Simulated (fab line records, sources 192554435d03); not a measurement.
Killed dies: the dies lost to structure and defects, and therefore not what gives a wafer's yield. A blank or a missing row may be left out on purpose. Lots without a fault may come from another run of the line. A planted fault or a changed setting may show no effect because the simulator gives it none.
Which tool was responsible? -- flow n5Finfet -- Sampling: 24 lots, 72 wafers, 6 of 1938 route steps

WHAT THE GAUGES READ, wafer by wafer
N5_ILD0_THK_MEAS_04. Usual: 197.7 nm for thkNm, sd 1.1.
lot,measured,on,thkNm (nm),flag
L074,day 3 12:53,filmMetro-01,196.9 195.4 196.6,
L075,day 3 18:52,filmMetro-02,196.8 198.2 197.4,
L076,day 4 05:55,filmMetro-01,196.9 195.6 195.6,
L077,day 4 06:42,filmMetro-01,196.1 197.8 199.3,
L078,day 4 13:08,filmMetro-01,196.7 197.0 195.7,
L079,day 4 20:10,filmMetro-02,196.4 197.4 198.7,
L080,day 5 02:55,filmMetro-02,196.9 197.8 198.3,
L081,day 5 08:11,filmMetro-02,197.5 197.5 198.1,
L082,day 5 12:49,filmMetro-01,197.3 198.0 198.2,
L083,day 5 18:56,filmMetro-01,195.6 197.9 196.8,
L084,day 6 02:43,filmMetro-02,198.5 198.2 198.9,
L085,day 6 08:35,filmMetro-02,197.5 196.8 196.8,
L086,day 6 12:53,filmMetro-01,197.9 200.3 198.9,
L087,day 6 19:41,filmMetro-02,197.5 199.0 198.4,
L088,day 7 01:28,filmMetro-01,197.5 198.3 197.1,
L089,day 7 11:38,filmMetro-01,197.0 197.5 198.8,
L090,day 7 13:01,filmMetro-01,196.8 197.7 198.3,
L091,day 7 22:45,filmMetro-01,199.3 200.1 200.4,
L092,day 7 23:40,filmMetro-01,197.5 197.2 198.9,
L093,day 8 06:53,filmMetro-01,199.1 198.0 199.6,
L094,day 8 11:51,filmMetro-01,196.8 197.7 197.7,
L095,day 8 21:10,filmMetro-02,198.0 198.1 197.9,
L096,day 9 06:15,filmMetro-01,197.3 197.3 197.8,
L097,day 9 09:45,filmMetro-01,198.1 197.0 198.2,

EACH LOT AND THE TOOL THAT RAN IT (in order: tool; ch and the chambers of the sampled wafers; start)
lot,N5_SD_EPI_N_ETCH_34,N5_SD_EPI_N_VAPOR_ETCH_50,N5_SD_EPI_P_ETCHBACK_46,N5_SD_ACTIVATION_LSA_01,N5_ILD0_LINER_00
L074,"rieDiel-04 ch 2,3, day 3 00:13","epiRpcvd-03 ch 0, day 3 01:49","rieDiel-06 ch 0,1,2, day 3 05:58","laserAnneal-01 ch 0, day 3 09:31","aldSin-03 ch 0,1,2, day 3 10:14"
L075,"rieDiel-01 ch 0,1,2, day 3 06:35","epiRpcvd-03 ch 0, day 3 08:11","rieDiel-05 ch 0,2,3, day 3 12:05","laserAnneal-02 ch 0, day 3 15:38","aldSin-03 ch 0,1,2, day 3 16:12"
L076,"rieDiel-01 ch 0,2,3, day 3 17:06","epiRpcvd-04 ch 0, day 3 18:38","rieDiel-05 ch 0,1,2, day 3 22:04","laserAnneal-01 ch 0, day 4 02:47","aldSin-03 ch 0,1,3, day 4 03:16"
L077,"rieDiel-02 ch 2,3, day 3 18:49","epiRpcvd-02 ch 0, day 3 20:17","rieDiel-05 ch 0,1,3, day 3 23:38","laserAnneal-02 ch 0, day 4 03:14","aldSin-03 ch 0,3, day 4 03:55"
L078,"rieDiel-02 ch 0,1,2, day 4 01:11","epiRpcvd-04 ch 0, day 4 02:40","rieDiel-06 ch 1,2,3, day 4 06:22","laserAnneal-01 ch 0, day 4 09:55","aldSin-01 ch 0,1,2, day 4 10:29"
L079,"rieDiel-01 ch 2,3, day 4 08:10","epiRpcvd-03 ch 0, day 4 09:44","rieDiel-03 ch 0,3, day 4 13:23","laserAnneal-02 ch 0, day 4 17:02","aldSin-01 ch 0,3, day 4 17:31"
L080,"rieDiel-02 ch 0,1,2, day 4 14:48","epiRpcvd-03 ch 0, day 4 16:16","rieDiel-03 ch 0,1,2, day 4 19:45","laserAnneal-01 ch 0, day 4 23:17","aldSin-03 ch 0,1,3, day 5 00:15"
L081,"rieDiel-01 ch 0,1, day 4 20:05","epiRpcvd-03 ch 0, day 4 21:35","rieDiel-05 ch 0,3, day 5 01:23","laserAnneal-02 ch 0, day 5 04:59","aldSin-02 ch 0,3, day 5 05:31"
L082,"rieDiel-04 ch 1,3, day 4 23:39","epiRpcvd-02 ch 0, day 5 01:08","rieDiel-03 ch 1,2,3, day 5 05:14","laserAnneal-01 ch 0, day 5 09:38","aldSin-01 ch 1,3, day 5 10:10"
L083,"rieDiel-04 ch 0,2, day 5 06:59","epiRpcvd-02 ch 0, day 5 08:27","rieDiel-05 ch 1,2, day 5 11:58","laserAnneal-02 ch 0, day 5 15:33","aldSin-02 ch 1,2, day 5 16:17"
L084,"rieDiel-01 ch 0,1,3, day 5 15:13","epiRpcvd-03 ch 0, day 5 16:40","rieDiel-06 ch 0,1,3, day 5 19:58","laserAnneal-01 ch 0, day 5 23:30","aldSin-02 ch 0,2,3, day 6 00:04"
L085,"rieDiel-02 ch 1,2,3, day 5 19:38","epiRpcvd-03 ch 0, day 5 21:07","rieDiel-05 ch 1,2,3, day 6 01:00","laserAnneal-02 ch 0, day 6 05:22","aldSin-03 ch 0,2,3, day 6 05:56"
L086,"rieDiel-02 ch 0,3, day 6 00:17","epiRpcvd-02 ch 0, day 6 01:52","rieDiel-05 ch 0,1,3, day 6 05:56","laserAnneal-01 ch 0, day 6 09:28","aldSin-03 ch 0,2,3, day 6 10:13"
L087,"rieDiel-04 ch 0,3, day 6 08:11","epiRpcvd-02 ch 0, day 6 09:44","rieDiel-03 ch 0,2,3, day 6 12:56","laserAnneal-02 ch 0, day 6 16:31","aldSin-03 ch 0,2,3, day 6 17:01"
L088,"rieDiel-04 ch 0,1,3, day 6 13:38","epiRpcvd-02 ch 0, day 6 15:06","rieDiel-03 ch 1,2,3, day 6 18:24","laserAnneal-01 ch 0, day 6 22:01","aldSin-01 ch 1,2,3, day 6 22:48"
L089,"rieDiel-04 ch 0,2, day 6 23:51","epiRpcvd-03 ch 0, day 7 01:20","rieDiel-03 ch 1,2, day 7 04:44","laserAnneal-02 ch 0, day 7 08:25","aldSin-01 ch 1,2,3, day 7 08:59"
L090,"rieDiel-01 ch 1,3, day 7 00:32","epiRpcvd-04 ch 0, day 7 02:07","rieDiel-05 ch 0,1, day 7 06:13","laserAnneal-01 ch 0, day 7 09:48","aldSin-03 ch 0,3, day 7 10:22"
L091,"rieDiel-02 ch 1,2,3, day 7 11:07","epiRpcvd-03 ch 0, day 7 12:41","rieDiel-03 ch 0,1, day 7 15:58","laserAnneal-02 ch 0, day 7 19:35","aldSin-03 ch 1,2,3, day 7 20:05"
L092,"rieDiel-01 ch 1,2,3, day 7 11:53","epiRpcvd-04 ch 0, day 7 13:21","rieDiel-03 ch 0,1,2, day 7 16:42","laserAnneal-01 ch 0, day 7 20:25","aldSin-01 ch 0,1, day 7 20:59"
L093,"rieDiel-01 ch 0,2, day 7 19:02","epiRpcvd-02 ch 0, day 7 20:30","rieDiel-06 ch 2,3, day 7 23:59","laserAnneal-01 ch 0, day 8 03:39","aldSin-03 ch 1,2,3, day 8 04:14"
L094,"rieDiel-02 ch 1,2,3, day 7 23:53","epiRpcvd-02 ch 0, day 8 01:21","rieDiel-06 ch 1,2,3, day 8 04:49","laserAnneal-01 ch 0, day 8 08:36","aldSin-01 ch 0,2,3, day 8 09:11"
L095,"rieDiel-04 ch 0,1, day 8 08:08","epiRpcvd-02 ch 0, day 8 09:38","rieDiel-05 ch 0,1,2, day 8 12:57","laserAnneal-01 ch 0, day 8 17:29","aldSin-01 ch 0,1,2, day 8 18:08"
L096,"rieDiel-01 ch 0,1,2, day 8 17:58","epiRpcvd-03 ch 0, day 8 19:26","rieDiel-05 ch 2,3, day 8 22:51","laserAnneal-01 ch 0, day 9 02:24","aldSin-01 ch 2,3, day 9 03:14"
L097,"rieDiel-04 ch 1,3, day 8 20:54","epiRpcvd-04 ch 0, day 8 22:26","rieDiel-06 ch 0,2,3, day 9 01:46","laserAnneal-01 ch 0, day 9 06:13","aldSin-03 ch 0,1, day 9 06:43"
- N5_SD_EPI_N_ETCH_34: etches SiARC in CF4, target depth 45.5 nm, time 75.8 s.
- N5_SD_EPI_N_VAPOR_ETCH_50: etches Si in HCl, time 54 s.
- N5_SD_EPI_P_ETCHBACK_46: etches SiNx in CH3F/O2, stops on SiO2, target depth 17.5 nm.
- N5_SD_ACTIVATION_LSA_01: time 0.0008 s.
- N5_ILD0_LINER_00: material SiNx, target thk 4 nm, pulse time 1 s, purge time 2 s.

AS READ BY THE TOOLS THEMSELVES (means over the sampled wafers that have a number; for cases with no such wafer, the mark the record gives instead)
N5_SD_EPI_N_ETCH_34. Usual: for cf4FlowSccm, 99.9 sccm with a standard deviation of 0.32; for drypumpMotorCurrentA, 5.5 A with a standard deviation of 0.45; for etchRfOnTimeS, 75.2 s with a standard deviation of 1.1; for oesProductAu, 0.69 a.u. with a standard deviation of 0.084; for rfVppV, 184.2 V with a standard deviation of 1; for showerheadPlenumPTorr, 2.15 Torr with a standard deviation of 0.064; for throttleValvePct, 15.73 % with a standard deviation of 0.2.
lot,tool,cf4FlowSccm (sccm),drypumpMotorCurrentA (A),etchRfOnTimeS (s),oesProductAu (a.u.),rfVppV (V),showerheadPlenumPTorr (Torr),throttleValvePct (%),flag
L074,rieDiel-04,100.1,5.6,75.9,0.66,184.7,2.19,15.94,
L075,rieDiel-01,99.7,5.8,75.1,0.63,184.2,2.11,15.72,
L076,rieDiel-01,99.9,5.9,75.1,0.64,185.0,2.16,15.74,
L077,rieDiel-02,99.8,5.0,75.6,0.65,183.0,2.09,15.76,
L078,rieDiel-02,100.0,5.3,76.3,0.63,183.6,2.11,15.84,
L079,rieDiel-01,100.3,6.0,74.2,0.69,184.0,2.17,15.73,
L080,rieDiel-02,100.0,5.3,76.5,0.62,183.4,2.11,15.83,
L081,rieDiel-01,99.7,6.0,75.3,0.66,184.9,2.12,15.82,
L082,rieDiel-04,100.0,4.9,76.1,0.65,184.3,2.14,15.79,
L083,rieDiel-04,100.1,5.6,77.0,0.67,184.4,2.19,15.99,
L084,rieDiel-01,99.8,6.1,74.7,0.67,184.4,2.18,15.84,
L085,rieDiel-02,99.9,5.1,75.2,0.62,183.7,2.11,15.78,
L086,rieDiel-02,99.7,5.4,76.5,0.65,184.5,2.14,15.80,
L087,rieDiel-04,100.1,5.4,74.0,0.75,184.5,2.18,15.63,
L088,rieDiel-04,99.9,5.2,75.2,0.71,184.4,2.16,15.72,
L089,rieDiel-04,99.8,5.5,73.9,0.81,184.3,2.19,15.66,
L090,rieDiel-01,99.9,6.2,74.6,0.70,183.9,2.19,15.87,
L091,rieDiel-02,99.6,5.1,75.7,0.69,182.8,2.10,15.64,
L092,rieDiel-01,100.1,6.0,74.0,0.73,184.4,2.20,15.63,
L093,rieDiel-01,100.1,5.8,74.8,0.84,185.6,2.22,15.29,
L094,rieDiel-02,99.9,5.1,75.2,0.68,185.1,2.10,15.64,
L095,rieDiel-04,99.4,5.0,75.2,0.65,184.1,2.14,15.84,
L096,rieDiel-01,100.2,5.9,74.3,0.76,184.6,2.18,15.47,
L097,rieDiel-04,100.1,5.0,76.8,0.62,183.6,2.13,15.84,

N5_SD_EPI_N_VAPOR_ETCH_50. Usual: 12.08 % for throttleValvePct, sd 0.21.
lot,tool,throttleValvePct (%),flag
L074,epiRpcvd-03,11.88,
L075,epiRpcvd-03,11.72,
L076,epiRpcvd-04,12.16,
L077,epiRpcvd-02,12.28,
L078,epiRpcvd-04,11.99,
L079,epiRpcvd-03,11.95,
L080,epiRpcvd-03,11.86,
L081,epiRpcvd-03,11.91,
L082,epiRpcvd-02,12.14,
L083,epiRpcvd-02,12.20,
L084,epiRpcvd-03,11.86,
L085,epiRpcvd-03,12.03,
L086,epiRpcvd-02,12.28,
L087,epiRpcvd-02,12.23,
L088,epiRpcvd-02,12.27,
L089,epiRpcvd-03,11.89,
L090,epiRpcvd-04,12.27,
L091,epiRpcvd-03,11.85,
L092,epiRpcvd-04,12.14,
L093,epiRpcvd-02,12.25,
L094,epiRpcvd-02,12.35,
L095,epiRpcvd-02,12.16,
L096,epiRpcvd-03,11.83,
L097,epiRpcvd-04,12.12,

N5_SD_EPI_P_ETCHBACK_46. Usual: O2_flow_sccm 20.00 sccm, standard deviation 0.06; drypumpMotorCurrentA 5.5 A, standard deviation 0.44; oesProductAu 0.66 a.u., standard deviation 0.057; rfVppV 297 V, standard deviation 3.1; showerheadPlenumPTorr 2.00 Torr, standard deviation 0.063; throttleValvePct 16.40 %, standard deviation 0.2.
lot,tool,O2_flow_sccm (sccm),drypumpMotorCurrentA (A),oesProductAu (a.u.),rfVppV (V),showerheadPlenumPTorr (Torr),throttleValvePct (%),flag
L074,rieDiel-06,20.01,5.5,0.72,298,1.97,16.45,
L075,rieDiel-05,20.04,5.6,0.65,296,2.03,16.34,
L076,rieDiel-05,20.02,5.6,0.63,296,1.97,16.49,
L077,rieDiel-05,20.01,5.4,0.65,296,2.01,16.38,
L078,rieDiel-06,20.01,5.9,0.76,300,2.01,16.32,
L079,rieDiel-03,20.03,5.2,0.70,296,2.04,16.22,
L080,rieDiel-03,20.05,5.1,0.63,299,2.04,16.31,
L081,rieDiel-05,20.01,5.3,0.66,295,2.04,16.20,
L082,rieDiel-03,20.09,5.0,0.66,295,2.03,16.27,
L083,rieDiel-05,20.04,5.7,0.61,297,1.92,16.69,
L084,rieDiel-06,20.00,5.9,0.74,298,2.01,16.31,
L085,rieDiel-05,20.00,5.7,0.62,297,1.99,16.56,
L086,rieDiel-05,19.95,5.4,0.63,296,2.00,16.41,
L087,rieDiel-03,20.01,5.1,0.65,297,2.03,16.27,
L088,rieDiel-03,20.00,5.0,0.65,295,2.03,16.29,
L089,rieDiel-03,19.98,5.0,0.61,296,2.04,16.36,
L090,rieDiel-05,19.94,5.5,0.62,296,1.93,16.56,
L091,rieDiel-03,20.03,5.3,0.61,301,2.07,16.35,
L092,rieDiel-03,19.99,5.1,0.61,297,2.04,16.34,
L093,rieDiel-06,19.98,6.4,0.72,299,2.01,16.32,
L094,rieDiel-06,20.02,5.9,0.71,300,2.00,16.38,
L095,rieDiel-05,20.01,5.6,0.61,296,1.96,16.54,
L096,rieDiel-05,20.00,5.8,0.60,296,2.01,16.56,
L097,rieDiel-06,20.01,6.0,0.68,297,1.96,16.47,

N5_SD_ACTIVATION_LSA_01. Usual: 1084.6 for wafer_temp_C_max, sd 1.
lot,tool,wafer_temp_C_max,flag
L074,laserAnneal-01,1084.5,
L075,laserAnneal-02,1084.7,
L076,laserAnneal-01,1083.7,
L077,laserAnneal-02,1084.4,
L078,laserAnneal-01,1083.6,
L079,laserAnneal-02,1085.8,
L080,laserAnneal-01,1084.2,
L081,laserAnneal-02,1086.6,
L082,laserAnneal-01,1083.6,
L083,laserAnneal-02,1084.9,
L084,laserAnneal-01,1083.8,
L085,laserAnneal-02,1085.5,
L086,laserAnneal-01,1084.4,
L087,laserAnneal-02,1086.3,
L088,laserAnneal-01,1084.9,
L089,laserAnneal-02,1085.5,
L090,laserAnneal-01,1084.6,
L091,laserAnneal-02,1085.0,
L092,laserAnneal-01,1083.9,
L093,laserAnneal-01,1083.2,
L094,laserAnneal-01,1084.7,
L095,laserAnneal-01,1084.2,
L096,laserAnneal-01,1083.8,
L097,laserAnneal-01,1084.4,

N5_ILD0_LINER_00. Usual: heaterPowerW 834 W, standard deviation 70; precursorPulseHeightRel 0.999, standard deviation 0.018.
lot,tool,heaterPowerW (W),precursorPulseHeightRel,flag
L074,aldSin-03,803,1.003,
L075,aldSin-03,790,1.000,
L076,aldSin-03,807,1.006,
L077,aldSin-03,839,1.000,
L078,aldSin-01,868,0.974,
L079,aldSin-01,872,1.002,
L080,aldSin-03,799,1.015,
L081,aldSin-02,946,0.995,
L082,aldSin-01,828,1.013,
L083,aldSin-02,796,1.007,
L084,aldSin-02,892,1.012,
L085,aldSin-03,842,0.997,
L086,aldSin-03,822,1.002,
L087,aldSin-03,835,0.989,
L088,aldSin-01,856,1.017,
L089,aldSin-01,871,1.009,
L090,aldSin-03,860,1.008,
L091,aldSin-03,787,0.998,
L092,aldSin-01,806,0.996,
L093,aldSin-03,783,0.988,
L094,aldSin-01,903,1.014,
L095,aldSin-01,875,0.986,
L096,aldSin-01,898,1.002,
L097,aldSin-03,830,0.976,

THE ANSWER, worked out from the rows above alone
Rule: a lot is off if the mean of its wafers that have a number lies more than 3 standard deviations from the usual mean. A lot without any number at a reading at which 4 lots or more have one is off too. Where the step has rows for the other lots, those lots are counted as sound. Order of review: gauges by route order, followed by the tools' own readings, for which a lot's mean as printed above is used. At the first step where some lot is off, the reading lying furthest off is the one used; lots without a number count as furthest.
No lot is off on any of the readings shown, so nothing can be concluded from this.

WHAT THE SIMULATOR HAD PUT IN
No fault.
